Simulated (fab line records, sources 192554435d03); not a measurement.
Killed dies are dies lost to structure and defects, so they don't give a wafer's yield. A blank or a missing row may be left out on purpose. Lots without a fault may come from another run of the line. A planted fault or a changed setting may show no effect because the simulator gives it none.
A struck lot beside a sound one | flow n5_finfet | 15 steps out of a route of 1938
Sound: wafers L211.1, L211.2, L211.6. Struck: wafer L223.1. (L223.6 of the same lot was not struck and is left out.) The cause comes at the end.
At each step with rows: each side's tool, then ch and its chambers, then its first start. Under that, the readings that differ: sound wafers | struck wafers | difference of the means | sigmas: that difference in standard deviations of wafers without a fault.
alike: readings whose means differ by less than 2 such deviations, and words and numbers that are the same on both sides. not compared: withheld readings, readings that some wafer has no value for, bounds like >300 that may hide the same value, and numbers for which the record gives no deviation and whose values overlap.
The two part at a step that has a row with sigmas, a row that says differs or no value, or rows on one side only. Numbers that don't overlap but have no deviation are shown without sigmas and don't part them. A reading that every wafer of one side lacks parts them only if that side has two wafers or more.

N5_MOL_CONTACT_COAG_INSPECT_97: inspects for defects (darkfield).
  sound on defect_inspect-02, day 6 18:11; struck on defect_inspect-01, day 10 00:08
  alike: raw_defect_count
N5_BEOL_M0_SAQP_PECVD_00: deposits SiCN from 3MS/NH3, target thk 8 nm, time 14 s.
  sound on pecvd-04 ch 1,2, day 6 18:32; struck on pecvd-01 ch 0, day 10 00:28
  alike: showerhead_plenum_p_Torr, throttle_valve_pct
N5_BEOL_M0_SAQP_ILD_DEP_01: deposits SiOC from DEMS/O2, target thk 45.419 nm, time 8.7 s.
  sound on pecvd-04 ch 1,2, day 6 18:34; struck on pecvd-01 ch 0, day 10 00:29
  alike: heater_power_outer_w, heater_power_w, showerhead_plenum_p_Torr, susceptor_temp_C, throttle_valve_pct
N5_BEOL_M0_SAQP_HM_DEP_02: deposits TiN, target thk 12 nm.
  sound on pvd_sputter-03, day 6 19:22; struck on pvd_sputter-01, day 10 01:38
  alike: susceptor_temp_C, throttle_valve_pct
then, 1 step without rows for these wafers: N5_BEOL_M0_SAQP_PECVD_03 (deposits SiCN from 3MS/NH3, target thk 12 nm, time 21.1 s).
N5_BEOL_M0_SAQP_PECVD_96: deposits a-Si from SiH4/He, target thk 45 nm, time 45.2 s.
  sound on pecvd-01 ch 0,1,2, day 6 19:31; struck on pecvd-01 ch 2, day 10 01:47
  alike: heater_power_outer_w, heater_power_w, showerhead_plenum_p_Torr, susceptor_temp_C, throttle_valve_pct
then, 1 step without rows for these wafers: N5_BEOL_M0_SAQP_PECVD_97 (deposits SiNx from SiH4/NH3/N2, target thk 23 nm, time 19.9 s).
N5_BEOL_M0_SAQP_PECVD_04: deposits a-Si from SiH4/He, target thk 60 nm, time 60.2 s.
  sound on pecvd-01 ch 0,1,2, day 6 19:36; struck on pecvd-01 ch 2, day 10 01:53
  alike: heater_power_outer_w, heater_power_w, showerhead_plenum_p_Torr, susceptor_temp_C, throttle_valve_pct
N5_BEOL_M0_SAQP_THK_MEAS_05:
  sound on film_metro-01, day 6 19:41; struck on film_metro-01, day 10 01:58
  alike: thk_nm
then, 2 steps without rows for these wafers: N5_BEOL_M0_SAQP_HM_DEP_111 (deposits SiO2 from SiH4/N2O, target thk 12 nm, time 7.2 s); N5_BEOL_M0_SAQP_COAT_81 (time 60 s, resist thk 100 nm).
N5_BEOL_M0_SAQP_COAT_82: time 60 s, resist thk 30 nm.
  sound on litho_track-01 ch 0, day 6 19:49; struck on litho_track-01 ch 0, day 10 02:05
  reading                  | sound             | struck | difference | sigmas
  heater_power_total_W (W) | 426.5 427.0 429.0 | 501.5  | +74.0      | +34
  run_length_s (s)         | 66.27 66.32 66.32 | 53.23  | -13.07     | -69
then, 1 step without rows for these wafers: N5_BEOL_M0_SAQP_COAT_08 (resist thk 90 nm).
-- the record jumps here: 3 days lie between the struck wafers' starts before and after (it left off in module BEOL_M0_SAQP and takes up again in module BEOL_M4, whose first step shown is number 1111 of the route) --
N5_BEOL_M4_RC_MEAS_101:
  sound on prober-01 ch 0, day 9 12:46; struck on prober-02 ch 0, day 12 19:27
  reading       | sound             | struck | difference | sigmas
  ION_N (uA/um) | 661 669 666       | 683    | +18        | +2
  VT_N (mV)     | 253.0 254.3 251.2 | 246.2  | -6.6       | -3
  alike: DIBL_N, DIBL_P, IOFF_N, IOFF_P, ION_P, SS_N, SS_P, VT_P
then, 1 step without rows for these wafers: N5_PASSIVATION_PROBE_49.

WHERE THEY PART
First at N5_BEOL_M0_SAQP_COAT_82; last, within this record, at N5_BEOL_M4_RC_MEAS_101.

WHY: what the simulator had put in
Process parameter drift: litho_track-01, from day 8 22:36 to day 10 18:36, at N5_BEOL_M0_SAQP_COAT_82. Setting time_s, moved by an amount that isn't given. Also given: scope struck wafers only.
